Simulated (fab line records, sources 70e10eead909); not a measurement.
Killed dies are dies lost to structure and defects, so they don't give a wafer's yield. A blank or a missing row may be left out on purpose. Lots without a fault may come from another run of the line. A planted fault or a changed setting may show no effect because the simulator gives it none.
Chamber matching | flow nand_harc | NHARC_A_STAIRCASE_DESCUM_443 on rie_diel-01: 4 sister chambers
The step chemistry O2, time 3 s. 18 wafers are shown with their chamber, then 9 later ones without.

WAFERS WITH THEIR CHAMBER
wafer  | chamber | showerhead_plenum_p_Torr (Torr) | rf_vpp_V (V) | oes_product_au (a.u.)
L082.2 | 3       | 1.93                            | 58.5         | 1.012
L082.3 | 2       | 1.86                            | 56.6         | 0.992
L082.6 | 0       | 2.03                            | 56.8         | 1.019
L083.3 | 1       | 1.95                            | 58.2         | 0.994
L083.4 | 0       | 2.02                            | 58.7         | 1.027
L083.5 | 3       | 1.93                            | 58.0         | 1.002
L087.3 | 0       | 2.02                            | 57.6         | 0.984
L087.5 | 3       | 1.93                            | 58.3         | 1.012
L087.6 | 0       | 2.02                            | 58.8         | 0.994
L090.1 | 1       | 1.95                            | 57.9         | 0.999
L090.2 | 2       | 1.86                            | 57.2         | 0.997
L090.5 | 1       | 1.95                            | 56.9         | 0.999
L091.2 | 2       | 1.85                            | 56.6         | 1.006
L091.5 | 3       | 1.92                            | 57.1         | 1.000
L091.6 | 2       | 1.85                            | 57.8         | 1.011
L091.1 | 3       | 1.92                            | 58.9         | 1.012
L091.3 | 1       | 1.94                            | 56.6         | 1.002
L091.4 | 0       | 2.02                            | 58.7         | 0.982

SIGNATURES (means of the wafers above)
reading                  | chamber 0 | chamber 1 | chamber 2 | chamber 3 | scatter within a chamber
showerhead_plenum_p_Torr | 2.0220    | 1.9475    | 1.8550    | 1.9260    | 0.00518
rf_vpp_V                 | 58.120    | 57.400    | 57.050    | 58.160    | 0.744
oes_product_au           | 1.00120   | 0.99850   | 1.00150   | 1.00760   | 0.0122
Rule: a wafer's distance from a chamber is the root of the sum, over the readings, of the square of ((its reading less the chamber's mean) divided by the reading's scatter). The wafer belongs to the nearest chamber; if the next one is less than 2 further off, it can't be placed. The scatter: the root of (the sum of the squares of (reading less its chamber's mean) over the shown wafers, divided by (wafers less chambers)).

WAFERS WITHOUT THEIR CHAMBER
wafer  | showerhead_plenum_p_Torr (Torr) | rf_vpp_V (V) | oes_product_au (a.u.)
L094.1 | 1.94                            | 57.8         | 0.993
L094.5 | 2.01                            | 58.7         | 0.989
L094.6 | 1.94                            | 57.8         | 0.988
L096.3 | 1.85                            | 56.7         | 1.006
L096.4 | 1.85                            | 57.5         | 1.004
L096.6 | 1.94                            | 59.8         | 0.972
L096.1 | 1.92                            | 58.2         | 0.990
L096.2 | 1.94                            | 58.7         | 0.990
L096.5 | 1.92                            | 58.9         | 0.988

WHICH CHAMBER EACH WENT THROUGH
wafer  | from the rows above     | in truth
L094.1 | can't be placed: 1 or 3 | 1
L094.5 | 0                       | 0
L094.6 | can't be placed: 1 or 3 | 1
L096.3 | 2                       | 2
L096.4 | 2                       | 2
L096.6 | can't be placed: 1 or 3 | 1
L096.1 | 3                       | 3
L096.2 | can't be placed: 1 or 3 | 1
L096.5 | 3                       | 3
Placed correctly: 5 of 9. Can't be placed from these rows: 4 (the true chamber is among the candidates in 4). Placed wrongly: 0.
